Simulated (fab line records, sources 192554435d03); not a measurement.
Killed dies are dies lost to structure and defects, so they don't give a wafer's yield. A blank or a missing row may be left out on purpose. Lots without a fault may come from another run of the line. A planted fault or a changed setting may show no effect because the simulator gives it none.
fab line records | flow n5_finfet
record lots=5 wafers=14 last_day=16
route steps=1938 shown BEOL_M2@922 BEOL_M3@931 BEOL_M4@1111 PASSIVATION@1936
lots that met no fault: from a run of the same line without faults
start_h: hours from the record's first day to the start of the lot's first wafer shown | wait_h: hours since the lot's step before | " the same as in the row above | L1.1+2: a row that stands for several wafers | - no value, or no start given | * or withheld: withheld | < > ~ a bound
route shown NAME@n: a module of which the file shows steps, and the number in the route of the first | usual: mean/standard deviation of fault-free wafers | same: alike in all rows | chamber/n: place in a boat | sites: the reading at each site | _std_site: their standard deviation | _edge_site: outer sites' mean less inner sites' | radius_mm: how far each site lies from the wafer's centre | mask NAME#n: copy n | behind: the tool/chamber that last shaped the wafer | hold: why the lot was held/for how many hours/how that ended | device: the transistor (n, p or np) that didn't switch | end of line: the same wafers' tests at the end of the route | a step without rows: its recipe alone | killed: dies lost to structure and defects at the first sort, not the wafer's yield | map: a wafer's dies, x killed, . not, _ none there
set.NAME: the setting as run; set.NAME@STEP: as run at that earlier step | model.NAME: the simulator's own value behind a step, which no gauge read
lots at some steps of the route; a table a step, a row a wafer
## steps
# step N5_BEOL_M2_ANNEAL_51
# recipe temp_c=225 time_s=90 ambient=N2
# step N5_BEOL_M2_CMP_52
# recipe stop_on=SiOC t_overpolish_s=6.8 down_force_psi=1 platen_rpm=50 clearing_platen_down_force_psi=1.5 clearing_platen_rpm=50 post_cmp_clean=cu_alkaline target_thk_nm=40 clearing_platen_pad_velocity_m_s=0.99484 pad_velocity_m_s=0.99484
# step N5_BEOL_M2_PRE_CLEAN_60
# recipe gas=NH3/H2 time_s=15 temp_c=* rf_power_w=300
# step N5_BEOL_M2_CO_CAP_55
# recipe material=Co target_thk_a=20 temp_c=200 precursor=CCTBA/H2 pressure_torr=30 time_s=102.1
# step N5_BEOL_M2_PRE_CLEAN_56
# recipe gas=NH3 time_s=15 temp_c=withheld rf_power_w=300
# step N5_BEOL_M2_DEP_57
# recipe material=SiCN target_thk_a=80 temp_c=withheld precursor=3MS/NH3 pressure_torr=3 rf_w=202 time_s=14
# step N5_BEOL_M3_ILD_DEP_00
# recipe material=SiOC target_thk_a=790 temp_c=350 precursor=DEMS/O2 pressure_torr=5 rf_w=500 time_s=15.3
# step N5_BEOL_M3_PECVD_72
# recipe material=SiO2 target_thk_a=160 temp_c=400 precursor=TEOS/O2 pressure_torr=5.5 rf_w=450 teos_flow_sccm=53.8 gas=O2 flow_sccm=3000 time_s=18
# step N5_BEOL_M3_HM_DEP_02
# recipe material=TiN target_thk_a=200 temp_c=25 chamber_pressure_pa=0.49996
# usual throttle_valve_pct=29.7/0.97
# columns lot.wafer tool chamber start_h wait_h throttle_valve_pct
L367.1 pvd_sputter-01 - 196.61 2.6 29.0
L367.2 " - " " 30.7
L367.6 " - " " 29.1
L371.1 pvd_sputter-01 - 236.40 1.2 29.4
L371.5 " - " " 29.1
L371.6 " - " " 30.0
L372.1 pvd_sputter-01 - 237.94 0.4 29.6
L372.2 " - " " 30.7
L372.6 " - " " 29.3
L373.1 pvd_sputter-01 - 239.94 0.9 29.1
L373.3 " - " " 31.0
L373.6 " - " " 29.3
L378.4 pvd_sputter-02 - 264.05 0.0 28.9
L378.6 " - " " 28.0
# step N5_BEOL_M3_COAT_61
# recipe resist=SOC temp_c=250 time_s=60 spin_rpm=1500 resist_thk_nm=60
# step N5_BEOL_M3_COAT_62
# recipe resist=SiARC temp_c=220 time_s=60 spin_rpm=1500 resist_thk_nm=12
# step N5_BEOL_M3_COAT_73
# recipe resist=underlayer temp_c=205 time_s=60 spin_rpm=1500 resist_thk_nm=5
# step N5_BEOL_M3_COAT_05
# recipe resist=CAR-EUV spin_rpm=1500 resist_thk_nm=30
# step N5_BEOL_M3_EBR_07
# recipe solvent=PGMEA ebr_width_mm=1.5
# step N5_BEOL_M3_SOFTBAKE_06
# recipe temp_c=110 time_s=60 resist=CAR-EUV
# step N5_BEOL_M3_EXPOSE_08
# recipe mask_id=M3 na=0.33 source_shape=dipole sigma_inner=0.369 sigma_outer=0.767 polarization=unpolarized dose_mj=33
# step N5_BEOL_M3_PEB_09
# recipe peb_temp_c=100 peb_time_s=60 resist=CAR-EUV
# step N5_BEOL_M3_DEVELOP_10
# recipe develop_time_s=30 developer=TMAH resist=CAR-EUV rinse_liquid=surfactant_rinse dry=air_spin dev_temp_c=23
# step N5_BEOL_M3_INSPECT_13
# recipe mode=adi inspect_instrument=brightfield
# usual raw_defect_count=396/85
# columns lot.wafer tool chamber start_h wait_h raw_defect_count
L367.1 defect_inspect-02 - 197.09 0.1 352
L367.2 " - " " 257
L367.6 " - " " 371
L371.1 defect_inspect-02 - 237.01 0.1 1617
L371.5 " - " " 1652
L371.6 " - " " 1646
L372.1 defect_inspect-01 - 238.42 0.1 1637
L372.2 " - " " 1738
L372.6 " - " " 1591
L373.1 defect_inspect-01 - 240.42 0.1 1635
L373.3 " - " " 1745
L373.6 " - " " 1551
L378.4 defect_inspect-01 - 264.53 0.0 417
L378.6 " - " " 279
# step N5_BEOL_M3_DESCUM_16
# recipe chemistry=O2 time_s=7 source_power_w=50 bias_power_w=20 pressure_mtorr=20 rf_frequency_hz=2.712e+07 temp_c=40 resist=CAR-EUV o2_flow_sccm=225
# step N5_BEOL_M4_RC_MEAS_101
# usual DIBL_N=37.4/2.1 DIBL_P=37.8/2.5 IOFF_N=0.19/0.045 IOFF_P=0.24/0.05 ION_N=682/16 ION_P=467/11 SS_N=71.9/0.67 SS_P=73.6/0.76 VT_N=247/3.6 VT_P=-248/3.6
# columns lot.wafer tool chamber start_h wait_h DIBL_N[mV/V] DIBL_P[mV/V] IOFF_N[nA/um] IOFF_P[nA/um] ION_N[uA/um] ION_P[uA/um] SS_N[mV/dec] SS_P[mV/dec] VT_N[mV] VT_P[mV]
L367.1 prober-01 0 216.02 0.0 39.8 40.5 0.25 0.28 692 464 72.8 74.2 242 -244
L367.2 " 0 " " 35.5 36.2 0.16 0.21 690 470 70.8 72.9 248 -249
L367.6 " 0 " " 36.5 37.3 0.17 0.23 680 468 71.6 73.3 249 -247
L371.1 prober-02 0 254.64 0.9 36.9 37.0 0.17 0.20 672 455 72.0 73.3 246 -252
L371.5 " 0 " " 36.3 35.6 0.18 0.19 668 445 71.6 73.0 249 -254
L371.6 " 0 " " 37.3 36.5 0.18 0.19 663 452 72.1 73.0 247 -254
L372.1 prober-02 0 259.20 0.0 37.0 37.0 0.17 0.23 682 467 71.8 74.0 248 -247
L372.2 " 0 " " 39.7 39.3 0.22 0.28 692 475 72.1 73.8 246 -244
L372.6 " 0 " " 39.5 40.0 0.20 0.29 670 466 72.2 74.4 250 -247
L373.1 prober-01 0 261.29 0.0 38.6 36.9 0.18 0.22 676 465 73.1 73.8 249 -252
L373.3 " 0 " " 39.5 38.3 0.22 0.26 673 466 72.5 74.4 247 -247
L373.6 " 0 " " 38.3 37.5 0.19 0.22 682 459 72.0 74.0 247 -252
L378.4 prober-02 0 288.53 0.5 36.0 34.2 0.15 0.21 652 453 71.8 73.1 255 -249
L378.6 " 0 " " 37.8 37.1 0.20 0.28 711 489 71.2 74.0 244 -244
# step N5_PASSIVATION_PROBE_49
# usual defect_limited_yield=90.9/1.6 killed_at_M0_to_M3=34/10 killed_at_M4_up=13/5.4 killed_at_contacts=13/6 killed_at_front_end=42/13 killed_at_other=4/3.2 killed_dies=107/18 killed_on_rim=14/4.2 killed_open=69/14 killed_short=35/7.7 sort_bin_5_function=5.3/1 sort_bin_6_memory=3.3/0.75 sort_bin_8_speed=0.00/0.015 sort_n_pass=1073/19 sort_yield_pct=90.9/1.6
# same gross_dies=1180 killed_at_back_side=0 sort_bin_4_leakage[%]=0
# columns lot.wafer tool chamber start_h wait_h defect_limited_yield[%] killed_at_M0_to_M3 killed_at_M4_up killed_at_contacts killed_at_front_end killed_at_other killed_dies killed_on_rim killed_open killed_short sort_bin_5_function[%] sort_bin_6_memory[%] sort_bin_8_speed[%] sort_n_pass sort_yield_pct[%]
L367.1 prober-02 - 312.61 0.0 94.2 29 9 1 30 0 69 12 39 24 2.9 2.3 0 1111 94.2
L367.2 prober-02 - 312.66 0.1 93.3 24 13 0 40 2 79 11 45 32 4.1 2.2 0 1101 93.3
L367.6 prober-02 - 312.86 0.3 94.2 30 9 7 21 1 68 9 40 28 3.2 1.9 0 1112 94.2
L373.1 prober-02 - 357.07 0.0 82.0 146 21 12 26 7 212 27 60 30 10.3 3.9 0 968 82.0
L373.3 prober-02 - 357.17 0.1 83.1 128 26 6 37 2 199 26 73 22 9.6 3.1 0 981 83.1
L373.6 prober-02 - 357.32 0.3 80.4 146 17 7 55 6 231 26 65 34 12.2 3.6 0 949 80.4
L371.1 prober-01 - 357.41 0.0 78.4 195 7 4 46 3 255 18 60 34 11.9 5.1 0 925 78.4
L371.5 prober-01 - 357.61 0.2 81.9 169 6 9 27 2 213 30 59 27 10.4 3.5 0.08 966 81.9
L371.6 prober-01 - 357.66 0.3 80.3 164 10 11 43 4 232 38 67 36 10.7 4.9 0 948 80.3
L372.1 prober-02 - 361.26 0.0 76.9 196 8 12 55 2 273 24 72 37 13.6 5.0 0 907 76.9
L372.2 prober-02 - 361.31 0.1 80.8 143 11 7 60 5 226 38 83 39 11.4 4.0 0 954 80.8
L372.6 prober-02 - 361.51 0.3 76.9 171 28 15 57 2 273 26 91 37 13.1 5.8 0 907 76.9
L378.4 prober-01 - 395.05 0.2 92.1 15 11 14 52 1 93 15 60 26 5.4 2.3 0 1087 92.1
L378.6 prober-01 - 395.15 0.3 91.4 39 9 12 37 4 101 13 66 34 4.8 3.6 0 1079 91.4
# killed by level:class
L367.1 BEOL_M0_SAQP:geometric_particle:open=7 FIN_SAQP:geometric_particle:short=6 BEOL_M0_SAQP:geometric_particle:short=6 FIN_SAQP:geometric_particle:open=5 HKMG_FIN:area_etch=5 DUMMY_GATE:geometric_particle:open=4 BEOL_M1:geometric_particle:open=4 BEOL_M3:geometric_particle:open=4
L367.2 FIN_SAQP:geometric_particle:short=14 FIN_SAQP:geometric_particle:open=13 BEOL_M4:geometric_particle:open=6 BEOL_M0_SAQP:geometric_particle:short=4 BEOL_M0_SAQP:geometric_particle:open=4 BEOL_M2:geometric_particle:open=4 STARTING-WAFER:geometric_particle:short=4 DUMMY_GATE:geometric_particle:open=3
L367.6 BEOL_M1:geometric_particle:open=9 BEOL_M0_SAQP:geometric_particle:short=8 STI_FIN_REVEAL:geometric_particle:open=6 BEOL_M0_SAQP:geometric_particle:open=5 MOL_CONTACT_COAG:geometric_particle:short=4 STARTING-WAFER:geometric_particle:short=4 FIN_SAQP:geometric_particle:short=3 FIN_SAQP:geometric_particle:open=3
L373.1 BEOL_M3:unspecified=120 MOL_CONTACT_COAG:geometric_particle:open=9 BEOL_M4:geometric_particle:open=8 BEOL_M3:geometric_particle:open=8 STI_FIN_REVEAL:geometric_particle:open=6 ILD0:geometric_particle:open=4 BEOL_M0_SAQP:geometric_particle:open=4 BEOL_M0:geometric_particle:open=4
L373.3 BEOL_M3:unspecified=102 FIN_SAQP:geometric_particle:open=10 DUMMY_GATE:geometric_particle:open=9 BEOL_M4:geometric_particle:open=8 BEOL_M1:geometric_particle:open=7 STI_FIN_REVEAL:geometric_particle:open=5 BEOL_M0_SAQP:geometric_particle:open=5 BEOL_M3:geometric_particle:open=5
L373.6 BEOL_M3:unspecified=118 FIN_CUT:area_etch=12 STI_FIN_REVEAL:geometric_particle:open=11 DUMMY_GATE:geometric_particle:open=11 BEOL_M2:geometric_particle:open=9 DUMMY_GATE:geometric_particle:short=7 BEOL_M4:geometric_particle:open=6 BEOL_M0_SAQP:geometric_particle:short=5
L371.1 BEOL_M3:unspecified=160 STI_FIN_REVEAL:geometric_particle:open=12 BEOL_M1:geometric_particle:open=12 FIN_SAQP:geometric_particle:short=10 BEOL_M0_SAQP:geometric_particle:open=7 BEOL_M0_SAQP:geometric_particle:short=6 FIN_SAQP:geometric_particle:open=5 STI_FIN_REVEAL:geometric_particle:short=5
L371.5 BEOL_M3:unspecified=126 BEOL_M0_SAQP:geometric_particle:open=9 BEOL_M0:geometric_particle:open=9 DUMMY_GATE:geometric_particle:open=8 MOL_CONTACT_COAG:geometric_particle:open=7 BEOL_M2:geometric_particle:open=6 BEOL_M0_SAQP:geometric_particle:short=6 BEOL_M1:geometric_particle:open=6
L371.6 BEOL_M3:unspecified=119 BEOL_M2:geometric_particle:open=11 MOL_CONTACT_COAG:geometric_particle:open=10 STI_FIN_REVEAL:geometric_particle:open=8 BEOL_M0_SAQP:geometric_particle:open=8 FIN_SAQP:geometric_particle:short=7 BEOL_M0_SAQP:geometric_particle:short=5 HKMG_FIN:area_etch=5
L372.1 BEOL_M3:unspecified=162 STI_FIN_REVEAL:geometric_particle:open=14 MOL_CONTACT_COAG:geometric_particle:open=9 FIN_SAQP:geometric_particle:short=8 BEOL_M1:geometric_particle:open=7 ILD0:geometric_particle:short=7 BEOL_M0:geometric_particle:open=6 BEOL_M3:geometric_particle:open=5
L372.2 BEOL_M3:unspecified=102 STI_FIN_REVEAL:geometric_particle:open=17 FIN_SAQP:geometric_particle:open=12 FIN_SAQP:geometric_particle:short=10 BEOL_M1:geometric_particle:open=10 BEOL_M3:geometric_particle:open=7 DUMMY_GATE:geometric_particle:open=6 BEOL_M0_SAQP:geometric_particle:open=6
L372.6 BEOL_M3:unspecified=144 STI_FIN_REVEAL:geometric_particle:open=25 BEOL_M4:geometric_particle:open=17 MOL_CONTACT_COAG:geometric_particle:open=14 BEOL_M1:geometric_particle:open=7 BEOL_M4:geometric_particle:short=6 STI_FIN_REVEAL:geometric_particle:short=4 SPACER0:geometric_particle:open=4
L378.4 FIN_SAQP:geometric_particle:open=13 MOL_CONTACT_COAG:geometric_particle:open=9 FIN_SAQP:geometric_particle:short=8 STI_FIN_REVEAL:geometric_particle:open=7 FIN_CUT:area_etch=6 DUMMY_GATE:geometric_particle:open=5 MOL_CONTACT_COAG:geometric_particle:short=5 BEOL_M0_SAQP:geometric_particle:open=4
L378.6 BEOL_M0_SAQP:geometric_particle:short=13 FIN_SAQP:geometric_particle:open=12 MOL_CONTACT_COAG:geometric_particle:open=10 BEOL_M3:geometric_particle:open=9 FIN_SAQP:geometric_particle:short=6 STI_FIN_REVEAL:geometric_particle:open=6 BEOL_M0:geometric_particle:open=6 BEOL_M0_SAQP:geometric_particle:open=5
# map L371.1 (x killed, . not)
_________________...........x________________
______________..........xxx....._____________
___________.................x.....x__________
__________x.x...x..x................_________
________..........................x.x._______
_______........x..x.........x..........______
______.x..................x............._____
_____..........x......x..................____
____.........x........x..................x___
___.......x...x....x..............x..x.....__
___.................x....x....x........xx..__
__...................x.....x....x..........._
__................x...x....x...x.........xx._
_...x..x....................x................
_..............x..............x..............
_...................x...........x........x...
_.............x.............xx...............
_x........x..............................x...
_.x.....................x.............x...x..
_xx.......xx..x.x....x..........x............
_......x..........x.xxxxx..x.................
__............xx.x.x.xx.xx..............x..._
__....x.......xxxxxxxxxxxxx...........x....._
___....x.....xxxxxxxxxxxx.xxx.............x__
___.........x.xxxxxxxxxxxxx.x..x....x......__
____.....x..xxxxxxxxxxxxxxxx...x.........x___
_____...x.x..xxxxxxxxxxxxxxxx.x.......x..____
______......xxxxxxxxxxxxxxxx............_____
_______......xxxxxxxxxxxxxxxx..........______
________..x..xxxxxxxxxxxxxxx.........._______
__________....x.xxxxxxxxx.x......x.._________
___________...xxxxxxxxxxxxxx....x..__________
______________...x.x.xx........._____________
_________________x.x...xx....________________
# map L372.1 (x killed, . not)
_________________....x.......________________
______________........x........x_____________
___________......x.....x...........__________
__________........................x._________
________x....x....x..........x........_______
_______.......................x..x.x...______
______..xxx...x........................._____
_____......x..xx.............x........x..____
____.x.............x..x............x......___
___...x.x........x..........x..x...x....x..__
___.....................x....x.....x.......__
__x..x..............x...x..................._
__...................xx.........x..........._
_.x......................x...................
_........x.................x.....x...........
_.x...........x................x.........x...
_...........x.........x...............xx.....
_xxxx.............x....x.x...........x.......
_...............x..x...............x.........
_x......x........x...x.....x.................
_......x..x..x.....x......x...x.........x....
__......x.....x.xxxxxxx....xx...x..........._
__x..........xx.xxxxxxxxx..................._
___x.......xx.xxxxxxxxxxxxx...x........x...__
___...x....xxxxxxxxxxxxxxxxx........x...x..__
____.......xxxxxxxxxxxxxxxxx.........x....___
_____.x..xx..xxxxxxxxxxxxxxxx............____
______.x..xx.xxxxxxxxxxxxx.xxx......x..x_____
_______..xx.xxxxxxxxxxxxxxxxx.x........______
________....xxxxxxxxxxxxxxxx........x._______
__________...xxxxxxxxxxxxx..x......x_________
___________...xxxxxxxx.xx......x...__________
______________.x.x.xxxx..x......_____________
_________________...xx.x..x..________________
## key
first_sign step=N5_BEOL_M3_INSPECT_13 reading=raw_defect_count direction=up sigmas=15 usual=396 struck=1646
effect step=N5_PASSIVATION_PROBE_49 reading=killed_at_M0_to_M3 direction=up sigmas=12 usual=34 struck=162
more_kills_born_at N5_BEOL_M3_HM_DEP_02@pvd_sputter-01=1152
met_at N5_BEOL_M3_HM_DEP_02
struck_wafers L371.1,L371.5,L371.6,L372.1,L372.2,L372.6,L373.1,L373.3,L373.6
baseline_loss step=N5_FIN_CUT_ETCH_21 wafers=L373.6
onset_between 196.61 236.40
fault kind=chamber_particle_source tool=pvd_sputter-01 chamber=- onset_h=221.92 steps=N5_BEOL_M3_HM_DEP_02 rate_per_visit_cm2=2.002 end_h=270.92
# baseline_loss: these wafers lose ten dies or more at that step, a loss of the line's own and not of a fault; the sort's usual values leave them out
